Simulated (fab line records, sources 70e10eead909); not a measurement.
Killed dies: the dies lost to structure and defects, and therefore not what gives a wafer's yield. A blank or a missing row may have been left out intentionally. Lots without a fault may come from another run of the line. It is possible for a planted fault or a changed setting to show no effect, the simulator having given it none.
Matching of chambers ; flow nand harc ; NHARC_A_CONTACT_ETCH_102 on rie diel-04 has 4 sister chambers
The step etches the open film in CF4/O2, target depth 100 nm, overetch 10 nm, time 55 s. 4 wafers are shown with their chamber, then 12 later ones without.

WAFERS, EACH WITH ITS CHAMBER
wafer;chamber;drypump motor current A (A)
L088.4;0;5.79
L093.6;1;5.66
L092.5;3;5.76
L092.6;2;6.22

WAFERS WITHOUT THEIR CHAMBER
wafer;drypump motor current A (A)
L097.1;5.68
L097.2;5.76
L097.5;5.77
L095.2;5.68
L095.5;5.75
L095.6;6.22
L094.1;5.84
L094.2;5.79
L094.4;6.20
L096.2;5.82
L096.3;6.22
L096.5;5.75

WHICH CHAMBER EACH ONE RAN IN
wafer;from the rows above;in truth
L097.1;1;1
L097.2;can't be placed: 3 or 0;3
L097.5;can't be placed: 3 or 0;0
L095.2;1;1
L095.5;can't be placed: 3 or 0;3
L095.6;2;2
L094.1;can't be placed: 0 or 3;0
L094.2;can't be placed: 0 or 3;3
L094.4;2;2
L096.2;can't be placed: 0 or 3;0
L096.3;2;2
L096.5;can't be placed: 3 or 0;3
Correctly placed: 5 of 12. Unplaceable from these rows: 7, with the true chamber sitting among the candidates in 7. Placed wrongly: 0.
How it was worked out, from the rows above alone: a wafer's distance from a chamber is the root of the sum, over the readings, of the square of ((its reading less the chamber's mean) divided by the reading's scatter). The wafer belongs to the nearest chamber; if the next one is less than 2 further off, it can't be placed. A chamber's mean is the mean of its shown wafers. The scatter (one wafer shown for each chamber): square how far every hidden wafer sits from the nearest shown wafer, average those squares and take the square root.
